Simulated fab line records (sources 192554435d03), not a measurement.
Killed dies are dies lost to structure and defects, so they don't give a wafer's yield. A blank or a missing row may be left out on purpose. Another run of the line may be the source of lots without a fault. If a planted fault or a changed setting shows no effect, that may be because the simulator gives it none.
Chamber matching | flow n5Finfet | 4 sister chambers for N5_BEOL_M14_STRIP_37 on rieDiel-02
The step strips in O2. 18 wafers are shown with their chamber, then 9 later ones without.

## WAFERS PAIRED WITH THEIR CHAMBERS
wafer  | chamber | drypumpMotorCurrentA (A) | showerheadPlenumPTorr (Torr) | throttleValvePct (%)
L075.2 | 3       | 4.9                      | 2.12                         | 16.44
L075.3 | 1       | 5.7                      | 2.13                         | 16.20
L075.6 | 0       | 6.4                      | 2.03                         | 16.78
L078.1 | 0       | 6.4                      | 2.03                         | 16.79
L078.2 | 3       | 4.9                      | 2.12                         | 16.45
L078.3 | 1       | 5.7                      | 2.12                         | 16.15
L078.4 | 2       | 5.5                      | 2.06                         | 16.42
L078.5 | 0       | 6.4                      | 2.03                         | 16.79
L078.6 | 1       | 5.7                      | 2.13                         | 16.20
L085.1 | 1       | 5.7                      | 2.12                         | 16.23
L085.3 | 2       | 5.6                      | 2.06                         | 16.41
L085.6 | 3       | 4.9                      | 2.11                         | 16.52
L084.2 | 3       | 4.9                      | 2.11                         | 16.50
L084.4 | 2       | 5.6                      | 2.06                         | 16.41
L084.5 | 0       | 6.5                      | 2.03                         | 16.84
L083.4 | 2       | 5.6                      | 2.06                         | 16.40
L083.5 | 0       | 6.5                      | 2.02                         | 16.86
L083.6 | 3       | 4.9                      | 2.11                         | 16.50

SIGNATURES (averages over the wafers above)
reading               | chamber 0 | chamber 1 | chamber 2 | chamber 3 | scatter within a chamber
drypumpMotorCurrentA  | 6.440     | 5.700     | 5.575     | 4.900     | 0.0373
showerheadPlenumPTorr | 2.0280    | 2.1250    | 2.0600    | 2.1140    | 0.00463
throttleValvePct      | 16.8120   | 16.1950   | 16.4100   | 16.4820   | 0.031
Rule: distance of a wafer from a chamber = root of the sum over the readings of ((wafer's reading minus chamber's mean) / reading's scatter) squared. If the next closest chamber is less than 2 further off than the closest, the wafer can't be placed; otherwise it belongs to the closest. The scatter: the root of (the sum of the squares of (reading less its chamber's mean) over the shown wafers, divided by (wafers less chambers)).

## WAFERS WITHOUT THEIR CHAMBER
wafer  | drypumpMotorCurrentA (A) | showerheadPlenumPTorr (Torr) | throttleValvePct (%)
L087.1 | 5.7                      | 2.12                         | 16.22
L087.3 | 6.4                      | 2.02                         | 16.81
L087.6 | 4.9                      | 2.11                         | 16.49
L092.2 | 5.6                      | 2.05                         | 16.46
L092.3 | 4.9                      | 2.11                         | 16.48
L092.4 | 5.7                      | 2.12                         | 16.22
L097.1 | 6.5                      | 2.02                         | 16.85
L097.3 | 4.9                      | 2.11                         | 16.47
L097.4 | 5.6                      | 2.05                         | 16.47

## EACH ONE'S CHAMBER
wafer  | from the rows above | in truth
L087.1 | 1                   | 1
L087.3 | 0                   | 0
L087.6 | 3                   | 3
L092.2 | 2                   | 2
L092.3 | 3                   | 3
L092.4 | 1                   | 1
L097.1 | 0                   | 0
L097.3 | 3                   | 3
L097.4 | 2                   | 2
Correct placement for 9 of the 9. Left unplaced by these rows: 0. Number placed wrongly: 0.
